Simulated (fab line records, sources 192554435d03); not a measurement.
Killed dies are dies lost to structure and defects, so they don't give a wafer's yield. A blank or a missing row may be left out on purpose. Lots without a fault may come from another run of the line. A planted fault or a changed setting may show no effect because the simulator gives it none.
Which tool did it? | flow n5_finfet | 14 lots, 42 wafers sampled, at 8 steps of a route of 1938

WHAT THE GAUGES READ, wafer by wafer
N5_BEOL_M0_SAQP_CD_MEAS_25: target cd 13.1 nm. Usual: cd_nm 12.76 nm, standard deviation 0.22.
lot  | measured     | on        | cd_nm (nm)        | flag
L479 | day 5 14:57  | cd_sem-02 | 12.79 12.57 12.81 |
L482 | day 6 06:04  | cd_sem-02 | 12.59 12.73 13.02 |
L483 | day 6 15:58  | cd_sem-02 | 12.71 13.03 12.85 |
L485 | day 7 09:19  | cd_sem-01 | 12.80 12.75 12.64 |
L486 | day 7 09:49  | cd_sem-01 | 12.57 13.08 12.70 |
L487 | day 7 13:58  | cd_sem-01 | 12.83 13.14 12.82 |
L488 | day 7 18:25  | cd_sem-01 | 12.63 13.29 12.89 |
L490 | day 8 12:29  | cd_sem-02 | 12.66 12.99 12.85 |
L494 | day 9 11:42  | cd_sem-01 | 13.19 12.47 12.76 |
L496 | day 9 22:45  | cd_sem-02 | - - -             | OFF
L497 | day 10 02:50 | cd_sem-02 | - - -             | OFF
L499 | day 10 17:56 | cd_sem-01 | 12.64 12.82 12.71 |
L501 | day 11 03:58 | cd_sem-01 | 12.32 12.19 12.86 |
L502 | day 11 08:44 | cd_sem-02 | 12.68 12.72 13.09 |

N5_BEOL_M4_RC_MEAS_101. Usual: DIBL_N 36.8 mV/V, standard deviation 2.1; DIBL_P 37.1 mV/V, standard deviation 2.2; IOFF_N 0.18 nA/um, standard deviation 0.037; IOFF_P 0.23 nA/um, standard deviation 0.041; ION_N 682 uA/um, standard deviation 13; ION_P 467 uA/um, standard deviation 8.6; SS_N 71.7 mV/dec, standard deviation 0.61; SS_P 73.5 mV/dec, standard deviation 0.6; VT_N 248 mV, standard deviation 3.4; VT_P -249 mV, standard deviation 3.5.
lot  | measured     | on        | DIBL_N (mV/V)  | DIBL_P (mV/V)  | IOFF_N (nA/um) | IOFF_P (nA/um) | ION_N (uA/um) | ION_P (uA/um) | SS_N (mV/dec)  | SS_P (mV/dec)  | VT_N (mV)   | VT_P (mV)      | flag
L479 | day 7 21:26  | prober-01 | 35.8 36.0 37.5 | 36.0 36.6 38.2 | 0.16 0.16 0.18 | 0.24 0.24 0.26 | 689 682 693   | 488 473 484   | 71.3 71.6 71.4 | 73.0 73.7 73.5 | 246 248 246 | -246 -245 -244 |
L482 | day 8 14:21  | prober-02 | 36.5 36.7 35.4 | 36.6 36.8 34.2 | 0.16 0.17 0.14 | 0.21 0.21 0.17 | 678 674 673   | 466 460 455   | 71.6 71.4 70.7 | 73.2 73.2 72.6 | 245 249 251 | -252 -250 -252 |
L483 | day 8 20:50  | prober-02 | 32.2 32.3 34.1 | 32.8 32.7 34.5 | 0.13 0.13 0.16 | 0.18 0.18 0.21 | 668 678 683   | 461 466 470   | 70.8 70.5 71.5 | 72.8 72.8 73.6 | 250 253 248 | -250 -249 -250 |
L485 | day 9 13:36  | prober-01 | 37.9 37.7 36.2 | 37.5 38.5 37.0 | 0.18 0.18 0.14 | 0.21 0.22 0.19 | 657 675 659   | 445 456 449   | 72.1 71.6 71.4 | 73.3 73.6 72.8 | 250 247 253 | -250 -253 -251 |
L486 | day 9 16:19  | prober-02 | 37.2 38.1 37.9 | 37.9 38.0 38.0 | 0.22 0.22 0.22 | 0.30 0.31 0.30 | 689 677 686   | 476 473 475   | 71.4 72.2 72.5 | 74.1 73.8 73.9 | 240 242 241 | -243 -241 -246 |
L487 | day 9 22:05  | prober-02 | 38.2 38.9 39.4 | 36.8 38.7 37.6 | 0.18 0.22 0.21 | 0.22 0.26 0.22 | 670 683 666   | 460 461 452   | 72.3 71.8 72.5 | 73.4 73.8 73.1 | 246 242 247 | -249 -247 -252 |
L488 | day 10 00:05 | prober-01 | 38.1 37.7 38.8 | 37.8 37.0 39.0 | 0.21 0.20 0.20 | 0.24 0.24 0.26 | 690 691 689   | 473 479 472   | 71.3 72.4 71.8 | 73.8 73.3 73.7 | 245 244 248 | -247 -249 -248 |
L490 | day 10 20:10 | prober-01 | 36.6 37.5 34.7 | 35.9 37.5 34.7 | 0.15 0.17 0.13 | 0.19 0.22 0.18 | 674 684 670   | 461 471 464   | 71.2 71.4 71.0 | 73.1 73.5 73.2 | 252 250 252 | -253 -250 -253 |
L494 | day 11 21:02 | prober-02 | 36.6 36.9 35.4 | 37.9 39.6 36.9 | 0.17 0.19 0.15 | 0.22 0.25 0.20 | 674 692 673   | 456 473 465   | 72.2 71.8 71.9 | 73.4 74.1 74.0 | 246 243 248 | -251 -247 -251 |
L499 | day 13 06:46 | prober-02 | 38.5 34.8 36.3 | 39.1 34.6 36.2 | 0.22 0.14 0.18 | 0.26 0.18 0.21 | 699 669 696   | 473 467 472   | 71.3 70.4 70.7 | 75.0 73.3 73.9 | 245 253 247 | -248 -249 -251 |
L501 | day 13 08:25 | prober-01 | 35.1 35.8 37.7 | 37.3 37.5 41.0 | 0.16 0.16 0.22 | 0.20 0.20 0.26 | 677 684 690   | 466 464 468   | 70.8 71.4 71.8 | 72.6 73.9 74.3 | 249 250 247 | -250 -250 -248 |
L502 | day 13 18:50 | prober-01 | 36.3 38.0 37.9 | 35.6 38.2 38.1 | 0.15 0.18 0.18 | 0.20 0.25 0.24 | 679 682 688   | 466 469 469   | 71.5 72.5 71.8 | 73.2 74.5 73.6 | 249 248 249 | -251 -249 -247 |

WHICH TOOL RAN EACH LOT (tool, then ch and the chambers of the sampled wafers, then the start)
lot  | N5_BEOL_M0_SAQP_PECVD_03        | N5_BEOL_M0_SAQP_PECVD_97        | N5_BEOL_M0_SAQP_DESCUM_19          | N5_BEOL_M0_SAQP_HM_OPEN_112        | N5_BEOL_M0_SAQP_MANDREL_ETCH_20  | N5_BEOL_M0_SAQP_MANDREL1_REMOVE_100
L479 | pecvd-03 ch 1,2, day 5 12:15    | pecvd-03 ch 1,2, day 5 12:19    | rie_diel-05 ch 0,1,3, day 5 13:08  | rie_diel-05 ch 0,1,3, day 5 13:19  | rie_si-06 ch 1,2, day 5 13:24    | rie_si-02 ch 1,2,3, day 5 14:50
L482 | pecvd-02 ch 1,2, day 6 03:35    | pecvd-02 ch 1,2, day 6 03:40    | rie_diel-04 ch 1,2, day 6 04:29    | rie_diel-04 ch 1,2, day 6 04:40    | rie_si-04 ch 0,1,2, day 6 04:46  | rie_si-02 ch 0,3, day 6 05:57
L483 | pecvd-03 ch 0,2, day 6 11:55    | pecvd-03 ch 0,2, day 6 12:00    | rie_diel-04 ch 0,2,3, day 6 12:43  | rie_diel-04 ch 0,2,3, day 6 12:54  | rie_si-04 ch 1,3, day 6 12:59    | rie_si-02 ch 0,1,2, day 6 15:52
L485 | pecvd-03 ch 0,1, day 7 07:03    | pecvd-03 ch 0,1, day 7 07:08    | rie_diel-05 ch 0,2, day 7 07:43    | rie_diel-05 ch 0,2, day 7 07:54    | rie_si-06 ch 1,2,3, day 7 07:59  | rie_si-06 ch 0,1,2, day 7 09:13
L486 | pecvd-04 ch 0,1,2, day 7 07:09  | pecvd-04 ch 0,1,2, day 7 07:14  | rie_diel-01 ch 2,3, day 7 07:56    | rie_diel-01 ch 2,3, day 7 08:08    | rie_si-04 ch 0,2,3, day 7 08:13  | rie_si-04 ch 0,2,3, day 7 09:43
L487 | pecvd-04 ch 0,2, day 7 10:32    | pecvd-04 ch 0,2, day 7 10:37    | rie_diel-05 ch 0,2, day 7 11:13    | rie_diel-05 ch 0,2, day 7 11:25    | rie_si-06 ch 0,2, day 7 11:30    | rie_si-06 ch 1,2, day 7 13:51
L488 | pecvd-03 ch 0,2, day 7 16:04    | pecvd-03 ch 0,2, day 7 16:08    | rie_diel-01 ch 1,2,3, day 7 16:51  | rie_diel-01 ch 1,2,3, day 7 17:02  | rie_si-04 ch 0,1,2, day 7 17:07  | rie_si-04 ch 2,3, day 7 18:18
L490 | pecvd-02 ch 0,1,2, day 8 08:31  | pecvd-02 ch 0,1,2, day 8 08:35  | rie_diel-04 ch 0,1,3, day 8 09:36  | rie_diel-04 ch 0,1,3, day 8 09:47  | rie_si-06 ch 0,1, day 8 09:52    | rie_si-02 ch 0,2,3, day 8 12:22
L494 | pecvd-03 ch 0,2, day 9 09:11    | pecvd-03 ch 0,2, day 9 09:16    | rie_diel-01 ch 0,1, day 9 10:00    | rie_diel-01 ch 0,1, day 9 10:11    | rie_si-02 ch 0,2, day 9 10:16    | rie_si-06 ch 0,2, day 9 11:36
L496 | pecvd-03 ch 0,1,2, day 9 20:10  | pecvd-03 ch 0,1,2, day 9 20:15  | rie_diel-01 ch 0,1,2, day 9 20:59  | rie_diel-01 ch 0,1,2, day 9 21:10  | rie_si-02 ch 2,3, day 9 21:15    | rie_si-04 ch 1,3, day 9 22:38
L497 | pecvd-02 ch 0,1, day 10 00:10   | pecvd-02 ch 0,1, day 10 00:17   | rie_diel-01 ch 1,3, day 10 01:16   | rie_diel-01 ch 1,3, day 10 01:28   | rie_si-06 ch 0,1, day 10 01:32   | rie_si-02 ch 0,1,2, day 10 02:43
L499 | pecvd-04 ch 0,1,2, day 10 15:31 | pecvd-04 ch 0,1,2, day 10 15:36 | rie_diel-01 ch 2,3, day 10 16:18   | rie_diel-01 ch 2,3, day 10 16:29   | rie_si-06 ch 2,3, day 10 16:35   | rie_si-06 ch 1,2,3, day 10 17:50
L501 | pecvd-03 ch 0,2, day 11 01:25   | pecvd-03 ch 0,2, day 11 01:29   | rie_diel-01 ch 1,2,3, day 11 02:20 | rie_diel-01 ch 1,2,3, day 11 02:32 | rie_si-06 ch 0,1, day 11 02:37   | rie_si-04 ch 0,2, day 11 03:52
L502 | pecvd-03 ch 0,2, day 11 05:56   | pecvd-03 ch 0,2, day 11 06:01   | rie_diel-05 ch 0,1,2, day 11 06:35 | rie_diel-05 ch 0,1,2, day 11 06:47 | rie_si-06 ch 1,2,3, day 11 06:52 | rie_si-06 ch 2,3, day 11 08:38
- N5_BEOL_M0_SAQP_PECVD_03: deposits SiCN from 3MS/NH3, target thk 12 nm, time 21.1 s.
- N5_BEOL_M0_SAQP_PECVD_97: deposits SiNx from SiH4/NH3/N2, target thk 23 nm, time 19.9 s.
- N5_BEOL_M0_SAQP_DESCUM_19: chemistry O2, time 7.9 s.
- N5_BEOL_M0_SAQP_HM_OPEN_112: chemistry CHF3/O2, target SiO2, stops on a-Si, target depth 12 nm, time 13.5 s.
- N5_BEOL_M0_SAQP_MANDREL_ETCH_20: etches a-Si in HBr/Cl2, stops on SiNx, target depth 60 nm, bt time 10 s, time 30 s.
- N5_BEOL_M0_SAQP_MANDREL1_REMOVE_100: chemistry HBr/Cl2/O2, target a-Si, stops on SiNx, bt time 10 s.

WHAT THE TOOLS THEMSELVES READ (means of the sampled wafers that have a number; where no wafer has one, the mark that the record gives instead)
N5_BEOL_M0_SAQP_PECVD_03. Usual: chamber_pressure_Torr 3.000 Torr, standard deviation 0.0065; showerhead_plenum_p_Torr 3.658 Torr, standard deviation 0.014; throttle_valve_pct 9.0 %, standard deviation 0.58.
lot  | tool     | chamber_pressure_Torr (Torr) | showerhead_plenum_p_Torr (Torr) | throttle_valve_pct (%) | flag
L479 | pecvd-03 | 3.001                        | 3.678                           | 8.4                    |
L482 | pecvd-02 | 2.996                        | 3.653                           | 9.3                    |
L483 | pecvd-03 | 2.998                        | 3.672                           | 8.3                    |
L485 | pecvd-03 | 2.998                        | 3.660                           | 9.0                    |
L486 | pecvd-04 | 3.005                        | 3.648                           | 9.2                    |
L487 | pecvd-04 | 3.003                        | 3.653                           | 9.2                    |
L488 | pecvd-03 | 2.997                        | 3.659                           | 8.7                    |
L490 | pecvd-02 | 3.002                        | 3.653                           | 9.1                    |
L494 | pecvd-03 | 2.997                        | 3.668                           | 8.4                    |
L496 | pecvd-03 | 3.001                        | 3.664                           | 8.9                    |
L497 | pecvd-02 | 3.002                        | 3.642                           | 9.0                    |
L499 | pecvd-04 | 3.007                        | 3.649                           | 9.3                    |
L501 | pecvd-03 | 3.006                        | 3.659                           | 8.7                    |
L502 | pecvd-03 | 2.997                        | 3.656                           | 8.6                    |

N5_BEOL_M0_SAQP_PECVD_97. Usual: chamber_pressure_Torr 1.500 Torr, standard deviation 0.0036; heater_power_outer_w 330 W, standard deviation 58; heater_power_w 577 W, standard deviation 67; showerhead_plenum_p_Torr 5.10 Torr, standard deviation 0.067; throttle_valve_pct 39.6 %, standard deviation 2.4.
lot  | tool     | chamber_pressure_Torr (Torr) | heater_power_outer_w (W) | heater_power_w (W) | showerhead_plenum_p_Torr (Torr) | throttle_valve_pct (%) | flag
L479 | pecvd-03 | 1.499                        | 362                      | 586                | 5.18                            | 36.7                   |
L482 | pecvd-02 | 1.498                        | 308                      | 567                | 5.10                            | 40.9                   |
L483 | pecvd-03 | 1.503                        | 379                      | 609                | 5.14                            | 36.6                   |
L485 | pecvd-03 | 1.501                        | 305                      | 521                | 5.12                            | 40.0                   |
L486 | pecvd-04 | 1.498                        | 297                      | 551                | 5.05                            | 41.1                   |
L487 | pecvd-04 | 1.501                        | 334                      | 604                | 5.05                            | 40.7                   |
L488 | pecvd-03 | 1.497                        | 346                      | 565                | 5.09                            | 38.4                   |
L490 | pecvd-02 | 1.498                        | 278                      | 533                | 5.10                            | 40.3                   |
L494 | pecvd-03 | 1.498                        | 415                      | 643                | 5.14                            | 36.8                   |
L496 | pecvd-03 | 1.501                        | 360                      | 583                | 5.15                            | 38.3                   |
L497 | pecvd-02 | 1.506                        | 289                      | 547                | 5.04                            | 39.4                   |
L499 | pecvd-04 | 1.503                        | 313                      | 581                | 5.05                            | 41.2                   |
L501 | pecvd-03 | 1.501                        | 373                      | 601                | 5.09                            | 38.4                   |
L502 | pecvd-03 | 1.505                        | 361                      | 602                | 5.09                            | 38.4                   |

N5_BEOL_M0_SAQP_DESCUM_19. Usual: bias_power_w 20.00 W, standard deviation 0.061; chamber_pressure_mTorr 19.999 mTorr, standard deviation 0.018; drypump_motor_current_A 5.7 A, standard deviation 0.42; oes_product_au 0.77 a.u., standard deviation 0.084; rf_vpp_V 243.1 V, standard deviation 1.5; showerhead_plenum_p_Torr 2.09 Torr, standard deviation 0.071; throttle_valve_pct 20.35 %, standard deviation 0.25.
lot  | tool        | bias_power_w (W) | chamber_pressure_mTorr (mTorr) | drypump_motor_current_A (A) | oes_product_au (a.u.) | rf_vpp_V (V) | showerhead_plenum_p_Torr (Torr) | throttle_valve_pct (%) | flag
L479 | rie_diel-05 | 19.99            | 20.005                         | 5.8                         | 0.76                  | 240.3        | 1.98                            | 20.50                  |
L482 | rie_diel-04 | 19.94            | 20.010                         | 6.2                         | 0.75                  | 244.1        | 2.10                            | 20.19                  |
L483 | rie_diel-04 | 19.92            | 20.008                         | 5.8                         | 0.83                  | 243.4        | 2.11                            | 20.19                  |
L485 | rie_diel-05 | 20.00            | 19.997                         | 5.9                         | 0.76                  | 241.5        | 2.04                            | 20.42                  |
L486 | rie_diel-01 | 20.04            | 19.995                         | 5.5                         | 0.71                  | 244.2        | 2.16                            | 20.45                  |
L487 | rie_diel-05 | 20.01            | 20.010                         | 5.9                         | 0.77                  | 242.3        | 2.04                            | 20.42                  |
L488 | rie_diel-01 | 20.03            | 20.003                         | 5.5                         | 0.72                  | 243.5        | 2.14                            | 20.51                  |
L490 | rie_diel-04 | 19.94            | 20.003                         | 6.2                         | 0.80                  | 243.7        | 2.11                            | 20.36                  |
L494 | rie_diel-01 | 19.92            | 19.989                         | 5.4                         | 0.90                  | 243.1        | 2.12                            | 20.21                  |
L496 | rie_diel-01 | 20.01            | 19.999                         | 5.5                         | 0.79                  | 242.9        | 2.13                            | 20.37                  |
L497 | rie_diel-01 | 20.01            | 20.001                         | 5.5                         | 0.70                  | 244.0        | 2.14                            | 20.52                  |
L499 | rie_diel-01 | 20.02            | 19.987                         | 5.5                         | 0.69                  | 244.5        | 2.15                            | 20.49                  |
L501 | rie_diel-01 | 20.04            | 19.993                         | 5.5                         | 0.69                  | 243.4        | 2.13                            | 20.55                  |
L502 | rie_diel-05 | 19.98            | 19.988                         | 5.8                         | 0.77                  | 241.7        | 2.02                            | 20.49                  |

N5_BEOL_M0_SAQP_HM_OPEN_112. Usual: CHF3_flow_sccm 50.03 sccm, standard deviation 0.14; O2_flow_sccm 5.001 sccm, standard deviation 0.015; chamber_pressure_mTorr 30.001 mTorr, standard deviation 0.027; drypump_motor_current_A 5.7 A, standard deviation 0.41; mfc_ar_sccm 200.0 sccm, standard deviation 0.6; oes_product_au 0.50 a.u., standard deviation 0.053; rf_vpp_V 524 V, standard deviation 12; showerhead_plenum_p_Torr 2.41 Torr, standard deviation 0.082; throttle_valve_pct 18.78 %, standard deviation 0.23.
lot  | tool        | CHF3_flow_sccm (sccm) | O2_flow_sccm (sccm) | chamber_pressure_mTorr (mTorr) | drypump_motor_current_A (A) | mfc_ar_sccm (sccm) | oes_product_au (a.u.) | rf_vpp_V (V) | showerhead_plenum_p_Torr (Torr) | throttle_valve_pct (%) | flag
L479 | rie_diel-05 | 50.14                 | 5.005               | 29.981                         | 5.8                         | 199.9              | 0.50                  | 519          | 2.29                            | 18.93                  |
L482 | rie_diel-04 | 50.04                 | 5.003               | 30.006                         | 6.2                         | 200.5              | 0.48                  | 521          | 2.41                            | 18.56                  |
L483 | rie_diel-04 | 49.95                 | 4.994               | 30.012                         | 5.9                         | 200.0              | 0.54                  | 522          | 2.44                            | 18.67                  |
L485 | rie_diel-05 | 50.08                 | 5.007               | 29.999                         | 5.9                         | 200.4              | 0.50                  | 534          | 2.35                            | 18.81                  |
L486 | rie_diel-01 | 50.17                 | 5.006               | 29.975                         | 5.5                         | 199.8              | 0.46                  | 532          | 2.50                            | 18.95                  |
L487 | rie_diel-05 | 50.12                 | 5.006               | 29.986                         | 5.9                         | 200.0              | 0.51                  | 535          | 2.35                            | 18.82                  |
L488 | rie_diel-01 | 49.72                 | 4.998               | 30.008                         | 5.5                         | 200.2              | 0.47                  | 530          | 2.46                            | 18.93                  |
L490 | rie_diel-04 | 49.96                 | 4.992               | 29.989                         | 6.2                         | 199.6              | 0.52                  | 518          | 2.43                            | 18.77                  |
L494 | rie_diel-01 | 50.04                 | 5.011               | 30.002                         | 5.4                         | 199.4              | 0.58                  | 526          | 2.43                            | 18.60                  |
L496 | rie_diel-01 | -                     | -                   | -                              | -                           | -                  | -                     | -            | -                               | -                      | OFF
L497 | rie_diel-01 | -                     | -                   | -                              | -                           | -                  | -                     | -            | -                               | -                      | OFF
L499 | rie_diel-01 | 50.20                 | 5.000               | 29.999                         | 5.5                         | 199.6              | 0.46                  | 532          | 2.49                            | 18.99                  |
L501 | rie_diel-01 | 49.99                 | 4.990               | 30.008                         | 5.5                         | 200.1              | 0.45                  | 530          | 2.45                            | 18.98                  |
L502 | rie_diel-05 | 49.91                 | 5.004               | 29.992                         | 5.8                         | 199.9              | 0.50                  | 521          | 2.32                            | 18.87                  |

N5_BEOL_M0_SAQP_MANDREL_ETCH_20. Usual: chamber_pressure_mTorr 9.999 mTorr, standard deviation 0.0096; drypump_motor_current_A 5.8 A, standard deviation 0.56; oes_product_au 0.777 a.u., standard deviation 0.014; throttle_valve_pct 35.4 %, standard deviation 0.42.
lot  | tool      | chamber_pressure_mTorr (mTorr) | drypump_motor_current_A (A) | oes_product_au (a.u.) | throttle_valve_pct (%) | flag
L479 | rie_si-06 | 9.998                          | 5.4                         | 0.774                 | 35.0                   |
L482 | rie_si-04 | 9.999                          | 6.0                         | 0.773                 | 35.3                   |
L483 | rie_si-04 | 9.997                          | 6.4                         | 0.770                 | 35.9                   |
L485 | rie_si-06 | 9.992                          | 5.9                         | 0.781                 | 35.2                   |
L486 | rie_si-04 | 10.006                         | 6.2                         | 0.775                 | 35.4                   |
L487 | rie_si-06 | 10.000                         | 5.7                         | 0.783                 | 35.1                   |
L488 | rie_si-04 | 9.998                          | 6.0                         | 0.769                 | 35.3                   |
L490 | rie_si-06 | 10.004                         | 5.4                         | 0.785                 | 35.1                   |
L494 | rie_si-02 | 10.008                         | 5.5                         | 0.765                 | 35.6                   |
L496 | rie_si-02 | 9.999                          | 5.3                         | 0.327                 | 37.0                   | OFF
L497 | rie_si-06 | 10.001                         | 5.3                         | 0.329                 | 35.9                   | OFF
L499 | rie_si-06 | 9.992                          | 6.2                         | 0.785                 | 35.2                   |
L501 | rie_si-06 | 9.996                          | 5.4                         | 0.779                 | 35.1                   |
L502 | rie_si-06 | 9.992                          | 5.9                         | 0.781                 | 35.1                   |

N5_BEOL_M0_SAQP_MANDREL1_REMOVE_100. Usual: chamber_pressure_mTorr 9.999 mTorr, standard deviation 0.01; drypump_motor_current_A 5.7 A, standard deviation 0.58; oes_product_au 1.003 a.u., standard deviation 0.024; throttle_valve_pct 36.7 %, standard deviation 0.45.
lot  | tool      | chamber_pressure_mTorr (mTorr) | drypump_motor_current_A (A) | oes_product_au (a.u.) | throttle_valve_pct (%) | flag
L479 | rie_si-02 | 10.013                         | 5.1                         | 0.976                 | 37.1                   |
L482 | rie_si-02 | 10.001                         | 5.7                         | 1.020                 | 36.6                   |
L483 | rie_si-02 | 9.992                          | 5.3                         | 0.985                 | 36.7                   |
L485 | rie_si-06 | 9.992                          | 5.6                         | 1.006                 | 36.3                   |
L486 | rie_si-04 | 9.994                          | 6.3                         | 0.996                 | 36.7                   |
L487 | rie_si-06 | 10.001                         | 5.4                         | 0.991                 | 36.3                   |
L488 | rie_si-04 | 10.000                         | 6.6                         | 1.013                 | 37.1                   |
L490 | rie_si-02 | 10.004                         | 5.5                         | 0.999                 | 36.9                   |
L494 | rie_si-06 | 10.009                         | 5.7                         | 1.020                 | 36.3                   |
L496 | rie_si-04 | 9.996                          | 6.2                         | 0.380                 | 37.1                   | OFF
L497 | rie_si-02 | 9.992                          | 5.3                         | 0.373                 | 36.7                   | OFF
L499 | rie_si-06 | 9.995                          | 5.9                         | 0.999                 | 36.4                   |
L501 | rie_si-04 | 10.001                         | 6.1                         | 0.995                 | 36.5                   |
L502 | rie_si-06 | 9.995                          | 6.4                         | 1.017                 | 36.5                   |

THE ANSWER, worked out from the rows above alone
Rule: a lot is off if the mean of its wafers that have a number lies more than 3 standard deviations from the usual mean. A lot without any number at a reading at which 4 lots or more have one is off too. The other lots that the step has rows for count as sound. The gauges are gone through in route order, then the tools' own readings, and for those a lot's mean is taken as printed above. The first step at which some lot is off is used, and at that step the reading that is off furthest; a lot without a number counts as furthest.
Off: L496, L497, at N5_BEOL_M0_SAQP_CD_MEAS_25 (cd_nm). Without a number there: L496, L497.
A tool fits if, at a process step before that reading, it ran every lot that is off, and no sound lot after the first of them. The gauges at N5_BEOL_M0_SAQP_CD_MEAS_25 aren't tried: what is off there is off at N5_BEOL_M0_SAQP_HM_OPEN_112 too, on other tools, and a gauge's error can't cause that. None of those tried fits.

WHAT THE SIMULATOR HAD PUT IN
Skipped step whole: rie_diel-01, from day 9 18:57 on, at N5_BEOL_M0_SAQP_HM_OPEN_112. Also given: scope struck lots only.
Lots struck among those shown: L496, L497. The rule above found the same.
